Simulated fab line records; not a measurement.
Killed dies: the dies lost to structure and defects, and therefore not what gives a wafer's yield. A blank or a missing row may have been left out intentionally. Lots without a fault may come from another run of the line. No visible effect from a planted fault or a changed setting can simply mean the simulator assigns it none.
Chamber matching | flow nandHarc | NHARC_P_GATE_DESCUM_31 on rieDiel-07 has 4 sister chambers
The step chemistry O2, time 3 s. 14 wafers are shown with their chamber, then 7 later ones without.

== WAFERS, EACH WITH ITS CHAMBER ==
wafer  | chamber | showerheadPlenumPTorr (Torr) | drypumpMotorCurrentA (A) | oesProductAu (a.u.)
L931.1 | 3       | 1.86                         | 5.0                      | 0.993
L931.4 | 0       | 1.99                         | 5.3                      | 1.002
L931.5 | 0       | 1.99                         | 5.3                      | 0.992
L940.2 | 1       | 2.01                         | 5.0                      | 0.993
L940.4 | 0       | 1.98                         | 5.3                      | 0.985
L940.5 | 3       | 1.86                         | 5.1                      | 0.987
L943.1 | 2       | 1.98                         | 5.0                      | 1.016
L943.2 | 0       | 1.98                         | 5.3                      | 0.993
L943.4 | 1       | 2.01                         | 5.0                      | 0.989
L944.1 | 0       | 1.98                         | 5.3                      | 0.994
L944.4 | 0       | 1.98                         | 5.3                      | 0.991
L944.5 | 2       | 1.98                         | 5.0                      | 1.017
L950.2 | 3       | 1.86                         | 5.1                      | 0.990
L950.3 | 2       | 1.97                         | 5.0                      | 1.018

SIGNATURES, as means of the wafers listed above
reading               | chamber 0 | chamber 1 | chamber 2 | chamber 3 | scatter within a chamber
showerheadPlenumPTorr | 1.9833    | 2.0100    | 1.9767    | 1.8600    | 0.00447
drypumpMotorCurrentA  | 5.300     | 5.000     | 5.000     | 5.067     | 0.0258
oesProductAu          | 0.99283   | 0.99100   | 1.01700   | 0.99000   | 0.00423
Rule: a wafer lies at a distance from a chamber equal to the root of the sum of squares, over the readings, of (its reading less the chamber's mean, divided by the reading's scatter). If the next closest chamber is less than 2 further off than the closest, the wafer can't be placed; otherwise it belongs to the closest. The scatter: the root of (the sum of the squares of (reading less its chamber's mean) over the shown wafers, divided by (wafers less chambers)).

== WAFERS WITH NO CHAMBER GIVEN ==
wafer  | showerheadPlenumPTorr (Torr) | drypumpMotorCurrentA (A) | oesProductAu (a.u.)
L950.4 | 1.98                         | 5.3                      | 1.003
L952.2 | 2.01                         | 5.0                      | 0.998
L952.5 | 2.01                         | 5.0                      | 1.014
L952.6 | 1.98                         | 5.3                      | 1.000
L953.3 | 2.01                         | 5.0                      | 0.997
L953.4 | 1.97                         | 5.0                      | 1.002
L953.5 | 1.86                         | 5.0                      | 1.000

== EACH ONE'S CHAMBER ==
wafer  | from the rows above | in truth
L950.4 | 0                   | 0
L952.2 | 1                   | 1
L952.5 | 1                   | 1
L952.6 | 0                   | 0
L953.3 | 1                   | 1
L953.4 | 2                   | 2
L953.5 | 3                   | 3
Correctly placed: 7 of 7. Left unplaced by these rows: 0. Number placed wrongly: 0.
